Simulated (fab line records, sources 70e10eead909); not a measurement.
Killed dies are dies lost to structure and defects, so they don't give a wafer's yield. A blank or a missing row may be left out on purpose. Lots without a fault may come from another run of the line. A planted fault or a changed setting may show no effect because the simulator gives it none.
A struck lot beside a sound one | flow nand_harc | 15 steps out of a route of 1302
Sound: wafers L934.1, L934.2, L934.6. Struck: wafers L949.1, L949.4, L949.5. The cause comes at the end.
At each step with rows: each side's tool, then ch and its chambers, then its first start. Under that, the readings that differ: sound wafers | struck wafers | difference of the means | sigmas: that difference in standard deviations of wafers without a fault.
alike: readings whose means differ by less than 2 such deviations, and words and numbers that are the same on both sides. not compared: withheld readings, readings that some wafer has no value for, bounds like >300 that may hide the same value, and numbers for which the record gives no deviation and whose values overlap.
The two part at a step that has a row with sigmas, a row that says differs or no value, or rows on one side only. Numbers that don't overlap but have no deviation are shown without sigmas and don't part them. A reading that every wafer of one side lacks parts them only if that side has two wafers or more.

NHARC_A_BLC_OVL_MEAS_11:
  sound on overlay-02, day 23 08:26; struck on overlay-02, day 28 07:52
  alike: overlay_x_nm, overlay_y_nm
NHARC_A_BLC_INSPECT_12:
  sound on defect_inspect-01, day 23 08:28; struck on defect_inspect-01, day 28 07:55
  alike: raw_defect_count
then, 2 steps without rows for these wafers: NHARC_A_BLC_DESCUM_15 (chemistry O2, time 3 s); NHARC_A_BLC_ETCH_16 (etches the open film in CF4, target depth 39 nm, time 65 s).
NHARC_A_BLC_ETCH_17: etches the open film in N2/H2, target depth 390 nm, time 609.38 s.
  sound on rie_diel-11 ch 1,3; struck on rie_diel-03 ch 2,3
  reading                     | sound       | struck      | difference | sigmas
  drypump_motor_current_A (A) | 5.1 5.2 5.1 | 6.0 5.4 6.0 | +0.7       | +2
  alike: oes_product_au, rf_vpp_V, showerhead_plenum_p_Torr, throttle_valve_pct
  not compared: rf_hours_counter_h
NHARC_A_BLC_ETCH_18: etches the open film in C4F8/O2/Ar, target depth 910 nm.
  sound on rie_diel-11 ch 2,3; struck on rie_diel-03 ch 0,2
  reading               | sound             | struck            | difference | sigmas
  oes_product_au (a.u.) | 0.934 0.934 0.927 | 0.962 0.986 0.981 | +0.045     | +2
  alike: rf_vpp_V
  not compared: rf_hours_counter_h
NHARC_A_BLC_CD_MEAS_19:
  sound on cd_sem-01, day 23 09:30; struck on cd_sem-03, day 28 08:56
  alike: cd_nm
NHARC_A_BLC_STRIP_29: strips in CF4.
  sound on rie_diel-03 ch 1,3, day 23 09:34; struck on rie_diel-10 ch 0,1,3, day 28 09:02
  alike: drypump_motor_current_A, oes_product_au, rf_vpp_V, showerhead_plenum_p_Torr, throttle_valve_pct
  not compared: rf_hours_counter_h
NHARC_A_BLC_STRIP_21: strips in O2.
  sound on rie_diel-03 ch 0,1,3, day 23 09:41; struck on rie_diel-10 ch 0,2, day 28 09:07
  reading               | sound             | struck            | difference | sigmas
  oes_product_au (a.u.) | 1.009 0.988 1.009 | 0.999 0.974 0.970 | -0.021     | -2
  alike: drypump_motor_current_A, rf_vpp_V, showerhead_plenum_p_Torr, throttle_valve_pct
  not compared: rf_hours_counter_h
then, 1 step without rows for these wafers: NHARC_A_BLC_STRIP_22 (strips in post etch residue remover, time 600 s).
NHARC_A_BLC_DEGAS_30: time 60 s.
  sound on pvd_sputter-02, day 23 10:07; struck on pvd_sputter-02, day 28 09:33
  alike: heater_power_w
then, 1 step without rows for these wafers: NHARC_A_BLC_PRE_CLEAN_31 (time 15 s).
NHARC_A_BLC_PVD_32: deposits Ti, target thk 5 nm, time 17.7 s.
  sound on pvd_sputter-02, day 23 10:14; struck on pvd_sputter-02, day 28 09:40
  no value came back on the struck wafers for cathode_dc_power_W (W), chamber_pressure_pa (Pa), throttle_valve_pct (%); on the sound wafers cathode_dc_power_W (W) reads 4999.8 4999.3 5000.2
then, 1 step without rows for these wafers: NHARC_A_BLC_ALD_23 (deposits TiN, target thk 3 nm, pulse time 1 s, ald cycles 150).
NHARC_END_SORT_01:
  the record has rows for the struck wafers here (prober-02 ch 0, day 30 04:30) and none for the sound ones

WHERE THEY PART
First at NHARC_A_BLC_ETCH_17; last, within this record, at NHARC_END_SORT_01.

WHY: what the simulator had put in
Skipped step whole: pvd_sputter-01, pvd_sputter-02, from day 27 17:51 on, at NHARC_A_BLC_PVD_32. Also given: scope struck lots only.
